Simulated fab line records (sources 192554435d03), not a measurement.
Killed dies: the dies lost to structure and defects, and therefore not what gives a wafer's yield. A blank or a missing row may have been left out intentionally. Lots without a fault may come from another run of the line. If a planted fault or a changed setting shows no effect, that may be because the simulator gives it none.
Struck lot and sound lot, side by side || flow n5_finfet || 15 steps out of a route of 1938
Sound: the wafers L237.2, L237.4, L237.6. Struck: wafer L246.3. (L246.6 of the same lot was not struck and is left out.) The cause comes at the end.
At each step with rows: each side's tool, then ch and its chambers, then its first start. Under that, the readings that differ: sound wafers || struck wafers || difference of the means || sigmas: that difference in standard deviations of wafers without a fault.
alike: readings whose means differ by less than 2 such deviations, and words and numbers that are the same on both sides. not compared: withheld readings, readings that some wafer has no value for, bounds like >300 that may hide the same value, and numbers for which the record gives no deviation and whose values overlap.
A row with sigmas, a row that says differs or no value, or rows on one side alone: a step with any of these is where the two part. When numbers do not overlap yet have no deviation, they are printed without sigmas and do not part them. A reading missing from all wafers of one side parts the sides only when that side holds two or more wafers.

first, 1 step without rows for these wafers: N5_BEOL_M15_ANNEAL_48 (time 90 s).
N5_BEOL_M15_CMP_49: polishes, stops on SiO2, t overpolish 4.9 s, target thk 850 nm.
  sound on cmp-02 ch 1,2, day 13 09:49; struck on cmp-02 ch 1, day 15 03:43
  alike: barrier_field_endpoint_s, motor_current_A, overpolish_run_s, retaining_ring_pressure_frac
N5_BEOL_M15_THK_MEAS_50: measures by xrf.
  sound on film_metro-01 at day 13 10:07; struck on film_metro-01 at day 15 03:56
  alike: M15_THK
then, 1 step without rows for these wafers: N5_BEOL_M15_PRE_CLEAN_52 (time 15 s).
N5_BEOL_M15_DEP_53: deposits SiCN from 3MS/NH3, target thk 50 nm, time 17.8 s.
  sound on pecvd-03 ch 1,2, day 13 10:11; struck on pecvd-02 ch 1, day 15 04:00
  alike: showerhead_plenum_p_Torr, throttle_valve_pct
N5_BEOL_M15_RS_MEAS_54: measures by four-point-probe.
  sound on film_metro-01 at day 13 10:16; struck on film_metro-02 at day 15 04:04
  alike: M15_RS
N5_BEOL_M15_INSPECT_55: inspects for defects (darkfield).
  sound on defect_inspect-02 at day 13 10:18; struck on defect_inspect-02 at day 15 04:06
  alike: raw_defect_count
N5_BEOL_M15_RC_MEAS_101:
  sound on prober-01 ch 0, day 13 10:29; struck on prober-02 ch 0, day 15 04:26
{"reading": "COMB_M14 (S/m)", "sound": "4.9e-12 6.9e-12 4.2e-12", "struck": 3.3e-12, "difference": -2.0e-12, "sigmas": -2}
{"reading": "SERP_M13 (ohm/um)", "sound": "0.305 0.309 0.305", "struck": 0.321, "difference": "+0.015", "sigmas": "+2"}
  alike: COMB_M10, COMB_M10_max_site, COMB_M11, COMB_M12, COMB_M13, COMB_M15, COMB_M5, COMB_M5_max_site, COMB_M6, COMB_M7, COMB_M8, COMB_M9, SERP_M10, SERP_M11, SERP_M12, SERP_M14, SERP_M14_max_site, SERP_M5, SERP_M6, SERP_M6_max_site, SERP_M7, SERP_M8, SERP_M9
then, 1 step without rows for these wafers: N5_PASSIVATION_PECVD_00 (deposits SiO2 from SiH4/N2O, target thk 200 nm, time 11.2 s).
N5_MIM_BOT_DEGAS_01: time 60 s.
  sound on pvd_sputter-03 at day 13 11:21; struck on pvd_sputter-01 at day 15 05:09
  alike: heater_power_w
N5_MIM_BOT_SPUTTER_00: material TiN, target thk 35 nm, time 89.7 s.
  sound on pvd_sputter-03 at day 13 11:23; struck on pvd_sputter-01 at day 15 05:11
  alike: substrate_temp_c, throttle_valve_pct
N5_MIM_TOP_ALD_00: deposits Al2O3, purge time 3 s, co reactant pulse time 3 s.
  sound on ald_hk-03 ch 2,3, day 13 11:29; struck on ald_hk-02 ch 3, day 15 05:17
  alike: precursor_pulse_height_rel
N5_MIM_TOP_ALD_01: deposits HfO2, target thk 5.6 nm, pulse time 1 s, purge time 3 s.
  sound on ald_hk-03 ch 2,3, day 13 11:00; struck on ald_hk-02 ch 3, day 15 05:00
{"reading": "ald_cycles", "sound": "62 62 62", "struck": 48, "difference": -14, "sigmas": ""}
{"reading": "model.HfO2_of_MIM_TOP_ALD_01.thk_nm (nm)", "sound": "5.6 5.6 5.6", "struck": 4.4, "difference": -1.2, "sigmas": ""}
  alike: precursor_pulse_height_rel
then, 2 steps without rows for these wafers: N5_MIM_TOP_ALD_02 (deposits Al2O3, purge time 3 s, co reactant pulse time 3 s); N5_PASSIVATION_PROBE_49.

== WHERE THEY PART ==
At N5_BEOL_M15_RC_MEAS_101 and nowhere else, as far as this record goes. Later steps at which nothing parts them and some readings are alike: N5_MIM_BOT_DEGAS_01, N5_MIM_BOT_SPUTTER_00, N5_MIM_TOP_ALD_00, N5_MIM_TOP_ALD_01.

WHY: what the simulator had put in
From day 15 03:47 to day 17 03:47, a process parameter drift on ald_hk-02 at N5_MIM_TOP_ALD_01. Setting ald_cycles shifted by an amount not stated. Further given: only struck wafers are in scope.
